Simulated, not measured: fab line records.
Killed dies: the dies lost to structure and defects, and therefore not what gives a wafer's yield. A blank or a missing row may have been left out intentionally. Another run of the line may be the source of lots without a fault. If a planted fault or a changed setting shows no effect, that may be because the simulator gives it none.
fab line records | flow nand_harc
record: lots: 12 | wafers: 36 | last_day: 34
route steps=1302 shown A_CHANNEL_FILL_D2@638 A_STAIRCASE@669 END@1302
lots that met no fault: from a run of the same line without faults
start_h: hours from the record's first day to the start of the lot's first wafer shown | wait_h: how many hours have passed since the lot's step before this one | " as in the row above | L1.1+2: a row that stands for several wafers | - no value, or no start was given | * or withheld: withheld | < > ~ a bound
route shown NAME@n: names a module that has steps shown in the file, with the first one's number in the route | usual: average and standard deviation across the fault-free wafers | same: alike in all rows | chamber/n: place in a boat | sites: readings site by site | _std_site: the values' standard deviation | _edge_site: the outer-site mean with the inner-site mean subtracted | radius_mm: for every site, how far away it sits from the centre of the wafer | mask NAME#n: copy n | behind: the most recent tool/chamber to have shaped the wafer | hold: why the lot went on hold/how many hours it stayed there/how the hold came to an end | device: which transistor (n, p or np) failed to switch | end of line: the same wafers' tests at the end of the route | step lacking rows: just its recipe | killed: dies that structure and defects cost at the first sort, which is not the same as the wafer's yield | map: a wafer's dies, x killed, . not, _ none there
set.NAME: setting as actually run; set.NAME@STEP: the setting as run at that earlier step | model.NAME: the simulator's own value behind a step, which no gauge read
steps of the route over a sample of lots; a table a step, a row a wafer
services: from which hour (start_h, from the record's first day; less than 0 if before it) a tool's chamber was out of use, for how many hours, and why
== steps ==
step: NHARC_A_CHANNEL_FILL_D2_INSPECT_13
usual: raw_defect_count: 358/100
lot.wafer | tool              | chamber | start_h | wait_h | raw_defect_count
L399.2    | defect_inspect-01 | -       | 347.51  | 0.1    | 292
L399.5    | "                 | -       | "       | "      | 310
L399.6    | "                 | -       | "       | "      | 391
L400.3    | defect_inspect-01 | -       | 358.23  | 0.1    | 408
L400.4    | "                 | -       | "       | "      | 238
L400.6    | "                 | -       | "       | "      | 415
L401.3    | defect_inspect-02 | -       | 376.99  | 0.1    | 265
L401.4    | "                 | -       | "       | "      | 459
L401.6    | "                 | -       | "       | "      | 376
L402.2    | defect_inspect-02 | -       | 384.54  | 0.1    | 479
L402.3    | "                 | -       | "       | "      | 666
L402.5    | "                 | -       | "       | "      | 525
L405.3    | defect_inspect-01 | -       | 396.90  | 0.1    | 460
L405.5    | "                 | -       | "       | "      | 278
L405.6    | "                 | -       | "       | "      | 346
L404.2    | defect_inspect-01 | -       | 397.05  | 0.3    | 327
L404.5    | "                 | -       | "       | "      | 291
L404.6    | "                 | -       | "       | "      | 260
L407.1    | defect_inspect-01 | -       | 429.78  | 0.2    | 534
L407.4    | "                 | -       | "       | "      | 522
L407.6    | "                 | -       | "       | "      | 348
L412.2    | defect_inspect-01 | -       | 492.23  | 0.1    | 558
L412.4    | "                 | -       | "       | "      | 358
L412.6    | "                 | -       | "       | "      | 335
L418.2    | defect_inspect-02 | -       | 525.38  | 0.1    | 335
L418.3    | "                 | -       | "       | "      | 280
L418.6    | "                 | -       | "       | "      | 386
L417.1    | defect_inspect-01 | -       | 525.41  | 0.2    | 249
L417.2    | "                 | -       | "       | "      | 302
L417.6    | "                 | -       | "       | "      | 193
L422.3    | defect_inspect-02 | -       | 579.40  | 0.1    | 396
L422.4    | "                 | -       | "       | "      | 379
L422.6    | "                 | -       | "       | "      | 283
L421.3    | defect_inspect-01 | -       | 579.40  | 0.1    | 495
L421.4    | "                 | -       | "       | "      | 239
L421.5    | "                 | -       | "       | "      | 500
step: NHARC_A_STAIRCASE_ETCH_13
recipe: target_depth_a: 1000 | time_s: 40.5 | ion_energy_ev: 400 | c4f8_flow_sccm: 20 | o2_flow_sccm: 10 | ar_flow_sccm: withheld | rf_w: 600 | bias_w: 1000 | chemistry: C4F8/O2
usual: oes_product_au: 0.947/0.014 | rf_vpp_V: 898/5.9
same: time_s: 40.5
lot.wafer | tool        | chamber | start_h | wait_h | oes_product_au | rf_hours_counter_h | rf_vpp_V
L399.2    | rie_diel-09 | 1       | -       | -      | 0.951          | 5                  | 906
L399.6    | "           | 3       | "       | "      | 0.965          | -                  | 888
L399.5    | "           | 0       | "       | "      | 0.952          | -                  | 898
L400.3    | rie_diel-09 | 0       | -       | -      | 0.964          | 9                  | 897
L400.4    | "           | 1       | "       | "      | 0.982          | 9                  | 906
L400.6    | "           | 3       | "       | "      | 0.959          | -                  | 886
L401.3    | rie_diel-06 | 0       | -       | -      | 0.938          | 20                 | 897
L401.4    | "           | 2       | "       | "      | 0.926          | 20                 | 905
L401.6    | "           | 3       | "       | "      | 0.947          | -                  | 895
L402.3    | rie_diel-09 | 1       | -       | -      | 0.980          | 16                 | 905
L402.2    | "           | 2       | "       | "      | 0.956          | 16                 | 897
L402.5    | "           | 1       | "       | "      | 0.973          | -                  | 906
L405.3    | rie_diel-09 | 1       | -       | -      | 0.973          | 22                 | 907
L405.5    | "           | 0       | "       | "      | 0.966          | -                  | 895
L405.6    | "           | 1       | "       | "      | 0.984          | -                  | 905
L404.2    | rie_diel-13 | 1       | -       | -      | 0.939          | 18                 | 897
L404.5    | "           | 3       | "       | "      | 0.945          | -                  | 889
L404.6    | "           | 0       | "       | "      | 0.936          | -                  | 903
L407.4    | rie_diel-13 | 3       | -       | -      | 0.936          | 30                 | 887
L407.1    | "           | 2       | "       | "      | 0.960          | 29                 | 900
L407.6    | "           | 3       | "       | "      | 0.931          | -                  | 891
L412.2    | rie_diel-09 | 1       | -       | -      | 0.949          | 52                 | 903
L412.4    | "           | 3       | "       | "      | 0.947          | 59                 | 885
L412.6    | "           | 1       | "       | "      | 0.946          | -                  | 905
L418.2    | rie_diel-09 | 2       | -       | -      | 0.934          | 7                  | 895
L418.3    | "           | 1       | "       | "      | 0.975          | 6                  | 906
L418.6    | "           | 2       | "       | "      | 0.934          | -                  | 894
L417.1    | rie_diel-06 | 2       | -       | -      | 0.932          | 17                 | 903
L417.2    | "           | 0       | "       | "      | 0.940          | 15                 | 896
L417.6    | "           | 3       | "       | "      | 0.930          | -                  | 894
L421.3    | rie_diel-09 | 2       | -       | -      | 0.933          | 27                 | 895
L421.4    | "           | 1       | "       | "      | 0.949          | 25                 | 904
L421.5    | "           | 3       | "       | "      | 0.947          | -                  | 907
L422.3    | rie_diel-13 | 3       | -       | -      | 0.938          | 20                 | 889
L422.4    | "           | 0       | "       | "      | 0.936          | 18                 | 903
L422.6    | "           | 0       | "       | "      | 0.946          | -                  | 902
step: NHARC_A_STAIRCASE_TRIM_14
recipe: time_s: 211.2 | o2_flow_sccm: 500 | ar_flow_sccm: 0 | bias_w: 0 | chemistry: O2
usual: bias_w: 0/0 | chamber_pressure_mTorr: 60.00/0.056 | drypump_motor_current_A: 5.8/0.49 | mfc_ar_sccm: 0.009/0.012 | oes_product_au: 1.004/0.011 | rf_vpp_V: 57.8/0.93 | showerhead_plenum_p_Torr: 3.56/0.16 | throttle_valve_pct: 17.037/0.0087 | time_s: 211.2/0
lot.wafer | tool        | chamber | start_h | wait_h | bias_w | chamber_pressure_mTorr | drypump_motor_current_A | mfc_ar_sccm | oes_product_au | rf_hours_counter_h | rf_vpp_V | showerhead_plenum_p_Torr | throttle_valve_pct | time_s
L399.2    | rie_diel-09 | 0       | 350.62  | -      | 0      | 60.03                  | 4.9                     | 0.005       | 0.997          | 5                  | 57.6     | 3.53                     | 17.050             | 211.2
L399.6    | "           | 3       | "       | "      | 0      | 60.05                  | 6.0                     | 0           | 1.018          | -                  | 57.5     | 3.29                     | 17.034             | 211.2
L399.5    | "           | 0       | "       | "      | 0      | 59.95                  | 4.9                     | 0.005       | 1.008          | -                  | 58.7     | 3.53                     | 17.044             | 211.2
L400.4    | rie_diel-09 | 2       | 361.38  | -      | 0      | 60.06                  | 6.2                     | 0.019       | 1.003          | 9                  | 56.9     | 3.51                     | 17.044             | 211.2
L400.3    | "           | 0       | "       | "      | 0      | 60.07                  | 4.9                     | 0.005       | 1.004          | 9                  | 57.8     | 3.53                     | 17.037             | 211.2
L400.6    | "           | 1       | "       | "      | 0      | 60.08                  | 5.8                     | 0           | 1.021          | -                  | 58.7     | 3.80                     | 17.047             | 211.2
L401.4    | rie_diel-06 | 3       | 380.18  | -      | 0      | 60.34                  | 6.4                     | 0.034       | 1.003          | 21                 | 56.9     | 3.47                     | 17.040             | 211.2
L401.3    | "           | 1       | "       | "      | 0      | 59.99                  | 6.0                     | 0           | 0.996          | 20                 | 58.0     | 3.60                     | 17.048             | 211.2
L401.6    | "           | 0       | "       | "      | 0      | 60.00                  | 5.8                     | 0           | 0.981          | -                  | 57.9     | 3.55                     | 17.049             | 211.2
L402.3    | rie_diel-09 | 3       | 387.78  | -      | 0      | 59.97                  | 6.0                     | 0           | 1.000          | 18                 | 57.1     | 3.28                     | 17.021             | 211.2
L402.2    | "           | 1       | "       | "      | 0      | 60.05                  | 5.8                     | 0           | 1.017          | 16                 | 58.5     | 3.80                     | 17.044             | 211.2
L402.5    | "           | 3       | "       | "      | 0      | 60.01                  | 6.0                     | 0           | 0.989          | -                  | 57.9     | 3.28                     | 17.037             | 211.2
L405.3    | rie_diel-09 | 1       | 400.12  | -      | 0      | 60.03                  | 5.8                     | 0           | 1.019          | 22                 | 58.5     | 3.80                     | 17.039             | 211.2
L405.5    | "           | 1       | "       | "      | 0      | 59.93                  | 5.8                     | 0           | 1.009          | -                  | 58.1     | 3.80                     | 17.043             | 211.2
L405.6    | "           | 2       | "       | "      | 0      | 60.06                  | 6.2                     | 0.019       | 0.999          | -                  | 59.6     | 3.50                     | 17.018             | 211.2
L404.2    | rie_diel-13 | 3       | 400.28  | -      | 0      | 60.01                  | 6.4                     | 0.015       | 1.000          | 18                 | 57.6     | 3.36                     | 17.020             | 211.2
L404.6    | "           | 3       | "       | "      | 0      | 60.04                  | 6.4                     | 0.015       | 1.003          | -                  | 57.6     | 3.36                     | 17.033             | 211.2
L404.5    | "           | 0       | "       | "      | 0      | 59.95                  | 5.1                     | 0.021       | 1.000          | -                  | 57.0     | 3.74                     | 17.055             | 211.2
L407.4    | rie_diel-13 | 0       | 433.18  | -      | 0      | 60.04                  | 5.0                     | 0.021       | 0.981          | 29                 | 58.4     | 3.73                     | 17.038             | 211.2
L407.1    | "           | 1       | "       | "      | 0      | 59.94                  | 5.3                     | 0.017       | 0.989          | 27                 | 58.6     | 3.58                     | 17.052             | 211.2
L407.6    | "           | 3       | "       | "      | 0      | 60.00                  | 6.4                     | 0.015       | 1.001          | -                  | 58.2     | 3.35                     | 17.024             | 211.2
L412.2    | rie_diel-09 | 3       | 495.45  | -      | 0      | 59.99                  | 6.0                     | 0           | 1.007          | 59                 | 56.2     | 3.26                     | 17.022             | 211.2
L412.4    | "           | 0       | "       | "      | 0      | 60.06                  | 4.9                     | 0.005       | 1.009          | 47                 | 57.3     | 3.51                     | 17.032             | 211.2
L412.6    | "           | 3       | "       | "      | 0      | 60.03                  | 6.0                     | 0           | 1.006          | -                  | 57.0     | 3.26                     | 17.041             | 211.2
L418.2    | rie_diel-09 | 0       | 529.13  | -      | -      | -                      | -                       | -           | -              | -                  | -        | -                        | -                  | -
L418.3    | "           | 1       | "       | "      | -      | -                      | -                       | -           | -              | -                  | -        | -                        | -                  | -
L418.6    | "           | 0       | "       | "      | -      | -                      | -                       | -           | -              | -                  | -        | -                        | -                  | -
L417.1    | rie_diel-06 | 0       | 532.28  | -      | -      | -                      | -                       | -           | -              | -                  | -        | -                        | -                  | -
L417.2    | "           | 1       | "       | "      | -      | -                      | -                       | -           | -              | -                  | -        | -                        | -                  | -
L417.6    | "           | 3       | "       | "      | -      | -                      | -                       | -           | -              | -                  | -        | -                        | -                  | -
L421.3    | rie_diel-09 | 3       | 582.65  | -      | 0      | 60.05                  | 6.0                     | 0           | 1.011          | 27                 | 59.0     | 3.79                     | 17.029             | 211.2
L421.4    | "           | 0       | "       | "      | 0      | 59.97                  | 4.9                     | 0.005       | 0.981          | 25                 | 58.0     | 3.49                     | 17.030             | 211.2
L421.5    | "           | 0       | "       | "      | 0      | 59.99                  | 4.9                     | 0.005       | 0.991          | -                  | 56.7     | 3.50                     | 17.044             | 211.2
L422.3    | rie_diel-13 | 2       | 582.69  | -      | 0      | 59.97                  | 5.1                     | 0.032       | 0.985          | 19                 | 58.4     | 3.61                     | 17.038             | 211.2
L422.4    | "           | 1       | "       | "      | 0      | 59.95                  | 5.4                     | 0.017       | 0.986          | 14                 | 59.0     | 3.55                     | 17.029             | 211.2
L422.6    | "           | 3       | "       | "      | 0      | 60.04                  | 6.4                     | 0.015       | 1.002          | -                  | 56.4     | 3.33                     | 17.029             | 211.2
step: NHARC_A_STAIRCASE_ETCH_27
recipe: target_depth_a: 1000 | time_s: 40.5 | ion_energy_ev: 400 | c4f8_flow_sccm: 20 | o2_flow_sccm: 10 | ar_flow_sccm: withheld | rf_w: 600 | bias_w: 1000 | chemistry: C4F8/O2
usual: oes_product_au: 0.948/0.013 | rf_vpp_V: 898/5.6
same: time_s: 40.5
lot.wafer | tool        | chamber | start_h | wait_h | oes_product_au | rf_hours_counter_h | rf_vpp_V
L399.2    | rie_diel-09 | 3       | -       | -      | 0.962          | 6                  | 888
L399.5    | "           | 0       | "       | "      | 0.942          | -                  | 896
L399.6    | "           | 1       | "       | "      | 0.960          | -                  | 905
L400.3    | rie_diel-09 | 1       | -       | -      | 0.961          | 9                  | 905
L400.4    | "           | 0       | "       | "      | 0.956          | 10                 | 897
L400.6    | "           | 2       | "       | "      | 0.951          | -                  | 895
L401.4    | rie_diel-09 | 0       | -       | -      | 0.947          | 17                 | 897
L401.3    | "           | 1       | "       | "      | 0.957          | 16                 | 905
L401.6    | "           | 0       | "       | "      | 0.953          | -                  | 895
L402.2    | rie_diel-13 | 1       | -       | -      | 0.933          | 15                 | 900
L402.3    | "           | 2       | "       | "      | 0.934          | 16                 | 901
L402.5    | "           | 1       | "       | "      | 0.935          | -                  | 897
L405.3    | rie_diel-06 | 1       | -       | -      | 0.940          | 25                 | 899
L405.5    | "           | 0       | "       | "      | 0.940          | -                  | 898
L405.6    | "           | 1       | "       | "      | 0.945          | -                  | 898
L404.2    | rie_diel-13 | 3       | -       | -      | 0.930          | 19                 | 890
L404.6    | "           | 3       | "       | "      | 0.932          | -                  | 891
L404.5    | "           | 0       | "       | "      | 0.936          | -                  | 902
L407.4    | rie_diel-06 | 3       | -       | -      | 0.959          | 34                 | 895
L407.1    | "           | 1       | "       | "      | 0.942          | 33                 | 899
L407.6    | "           | 3       | "       | "      | 0.961          | -                  | 893
L412.2    | rie_diel-09 | 1       | -       | -      | 0.947          | 53                 | 905
L412.4    | "           | 3       | "       | "      | 0.948          | 60                 | 887
L412.6    | "           | 1       | "       | "      | 0.942          | -                  | 905
L417.2    | rie_diel-09 | 0       | -       | -      | 0.936          | 10                 | 895
L417.1    | "           | 1       | "       | "      | 0.954          | 11                 | 903
L417.6    | "           | 0       | "       | "      | 0.931          | -                  | 896
L418.2    | rie_diel-06 | 2       | -       | -      | 0.939          | 18                 | 903
L418.3    | "           | 3       | "       | "      | 0.951          | 17                 | 894
L418.6    | "           | 1       | "       | "      | 0.945          | -                  | 898
L421.3    | rie_diel-09 | 3       | -       | -      | 0.965          | 28                 | 905
L421.4    | "           | 2       | "       | "      | 0.948          | 27                 | 893
L421.5    | "           | 3       | "       | "      | 0.951          | -                  | 906
L422.4    | rie_diel-13 | 0       | -       | -      | 0.940          | 19                 | 903
L422.3    | "           | 1       | "       | "      | 0.941          | 15                 | 898
L422.6    | "           | 1       | "       | "      | 0.940          | -                  | 896
step: NHARC_END_SORT_01
recipe: temp_c: 25
usual: killed_at_array: 51/18 | killed_at_other: 1.0/1.2 | killed_at_periphery: 3.7/2.9 | killed_dies: 55/19 | killed_open: 3.5/1.9 | killed_short: 2.6/1.6
same: gross_dies: 677
lot.wafer | tool      | chamber | start_h | wait_h | killed_at_array | killed_at_other | killed_at_periphery | killed_dies | killed_open | killed_short
L412.2    | prober-01 | 0       | 717.35  | 2.8    | 65              | 3               | 5                   | 73          | 4           | 4
L412.4    | prober-01 | 0       | 719.00  | 3.5    | 45              | 2               | 8                   | 55          | 2           | 0
L412.6    | prober-01 | 0       | 720.64  | 4.1    | 62              | 0               | 13                  | 75          | 5           | 4
L418.2    | prober-02 | 0       | 740.70  | 2.8    | 669             | 3               | 5                   | 677         | 6           | 7
L418.3    | prober-02 | 0       | 741.51  | 3.1    | 673             | 4               | 0                   | 677         | 1           | 3
L418.6    | prober-02 | 0       | 743.91  | 4.0    | 673             | 3               | 1                   | 677         | 3           | 4
L417.1    | prober-01 | 0       | 747.57  | 2.5    | 670             | 1               | 6                   | 677         | 5           | 1
L417.2    | prober-01 | 0       | 748.37  | 2.8    | 668             | 4               | 5                   | 677         | 6           | 3
L417.6    | prober-01 | 0       | 751.57  | 4.0    | 673             | 1               | 3                   | 677         | 2           | 1
killed by level:class
L412.2 A_CHANNEL_HOLE_D1:chamber_film_flake=39 A_CONTACT:chamber_film_flake=6 A_SLIT:chamber_film_flake=5 THIN_TSV:chamber_film_flake=3 A_ONON_D1:geometric_particle:short=2 A_ONON_D2:geometric_particle:open=2 P_GATE:chamber_film_flake=2 A_CHANNEL_FILL_D1:chamber_film_flake=2
L412.4 A_CHANNEL_HOLE_D1:chamber_film_flake=28 P_GATE:chamber_film_flake=6 A_CONTACT:chamber_film_flake=6 A_STAIRCASE:chamber_film_flake=4 A_SLIT:chamber_film_flake=3 THIN_TSV:chamber_film_flake=2 P_M1:geometric_particle:open=1 A_WL_FILL:geometric_particle:open=1
L412.6 A_CHANNEL_HOLE_D1:chamber_film_flake=37 P_GATE:chamber_film_flake=8 A_CONTACT:chamber_film_flake=6 A_CHANNEL_FILL_D1:chamber_film_flake=4 A_SLIT:chamber_film_flake=4 A_CHANNEL_FILL_D1:geometric_particle:short=2 P_ZERO_WELL:chamber_film_flake=2 A_STAIRCASE:chamber_film_flake=2
L418.2 A_STAIRCASE:area_trim=618 A_CHANNEL_HOLE_D2:chamber_film_flake=28 A_CHANNEL_HOLE_D1:chamber_film_flake=6 A_CONTACT:chamber_film_flake=4 A_SLIT:chamber_film_flake=3 A_WL_FILL:geometric_particle:open=2 THIN_TSV:chamber_film_flake=2 P_CONTACT:geometric_particle:short=1
L418.3 A_STAIRCASE:area_trim=607 A_CHANNEL_HOLE_D2:chamber_film_flake=25 A_CHANNEL_HOLE_D1:chamber_film_flake=15 A_CONTACT:chamber_film_flake=13 A_SLIT:chamber_film_flake=5 THIN_TSV:chamber_film_flake=4 A_DECK1_JOINT:chamber_film_flake=2 A_ONON_D1:geometric_particle:short=1
L418.6 A_STAIRCASE:area_trim=640 A_CONTACT:chamber_film_flake=8 A_CHANNEL_HOLE_D1:chamber_film_flake=6 A_CHANNEL_HOLE_D2:chamber_film_flake=6 A_SLIT:chamber_film_flake=3 THIN_TSV:chamber_film_flake=3 A_ONON_D2:geometric_particle:open=2 A_WL_FILL:chamber_film_flake=2
L417.1 A_STAIRCASE:area_trim=617 A_CHANNEL_HOLE_D1:chamber_film_flake=38 A_CONTACT:chamber_film_flake=5 A_WL_FILL:chamber_film_flake=3 P_M1:chamber_film_flake=2 A_SLIT:chamber_film_flake=2 P_GATE:geometric_particle:short=1 P_CONTACT:geometric_particle:open=1
L417.2 A_STAIRCASE:area_trim=610 A_CHANNEL_HOLE_D1:chamber_film_flake=32 A_CONTACT:chamber_film_flake=7 P_M1:chamber_film_flake=4 A_SLIT:chamber_film_flake=4 A_WL_FILL:chamber_film_flake=4 HYBRID_BOND:chamber_film_flake=3 A_DECK1_JOINT:geometric_particle:open=2
L417.6 A_STAIRCASE:area_trim=623 A_CHANNEL_HOLE_D1:chamber_film_flake=34 A_WL_FILL:chamber_film_flake=5 A_CONTACT:chamber_film_flake=5 P_M1:chamber_film_flake=3 A_SLIT:chamber_film_flake=2 A_ONON_D1:geometric_particle:open=1 A_CONTACT:geometric_particle:short=1
== services ==
tool        | chamber | start_h | hours | kind
rie_diel-09 | 0       | 329.23  | -     | clean
rie_diel-09 | 0       | 329.23  | -     | consumable_replace:focus_ring
rie_diel-09 | 1       | 329.23  | -     | clean
rie_diel-09 | 1       | 329.23  | -     | consumable_replace:showerhead
rie_diel-09 | 2       | 329.23  | -     | clean
rie_diel-09 | 3       | 329.23  | -     | clean
rie_diel-13 | 2       | 330.57  | 2.8   | repair
rie_diel-13 | -       | 343.51  | 9.0   | pm
rie_diel-09 | 0       | 353.73  | -     | clean
rie_diel-09 | 1       | 353.73  | -     | clean
rie_diel-09 | 2       | 353.73  | -     | clean
rie_diel-09 | 3       | 353.73  | -     | clean
rie_diel-09 | 2       | 403.14  | 7.8   | repair
rie_diel-06 | 3       | 422.45  | 7.5   | repair
rie_diel-06 | -       | 425.03  | 0.3   | repair
rie_diel-09 | 2       | 427.96  | 6.4   | repair
rie_diel-13 | 3       | 438.47  | 4.7   | repair
rie_diel-06 | 2       | 442.72  | 2.9   | repair
rie_diel-09 | 0       | 459.93  | 16.0  | repair
rie_diel-13 | -       | 478.05  | 0.4   | repair
rie_diel-06 | -       | 484.85  | 9.0   | pm
rie_diel-09 | -       | 497.23  | 9.0   | pm
rie_diel-13 | -       | 520.51  | 9.0   | pm
rie_diel-13 | 1       | 534.71  | 5.6   | repair
== key ==
first_sign: step: NHARC_A_STAIRCASE_TRIM_14 | reading: tool_record | direction: missing
effect: step: NHARC_END_SORT_01 | reading: killed_at_array | direction: up | sigmas: 34 | usual: 51 | struck: 671
more_kills_born_at: NHARC_A_STAIRCASE_TRIM_14@rie_diel-09: 1865 | NHARC_A_STAIRCASE_TRIM_14@rie_diel-06: 1848
met_at NHARC_A_STAIRCASE_TRIM_14
struck_lots L417,L418
later_rows_left_out L417.1,L417.2,L417.6,L418.2,L418.3,L418.6
tester_left_out L417,L418
not_acting_at NHARC_A_CHANNEL_FILL_D2_INSPECT_13,NHARC_A_STAIRCASE_ETCH_13,NHARC_A_STAIRCASE_ETCH_27
onset_between 495.45 529.13
fault: kind: skipped_step_whole | tool: rie_diel-06,rie_diel-09 | chamber: - | onset_h: 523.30 | steps: NHARC_A_STAIRCASE_TRIM_14 | scope: struck_lots_only
tester_left_out: of these lots the tester's yield and bins aren't shown, on N5 and GAA mostly nor the transistor test; their killed dies are dies lost to structure and defects alone, not to doping, threshold or leakage, so they don't give the yield
later_rows_left_out: the simulator's readings of these wafers behind a module that went badly wrong aren't trusted and aren't shown, but for the sort
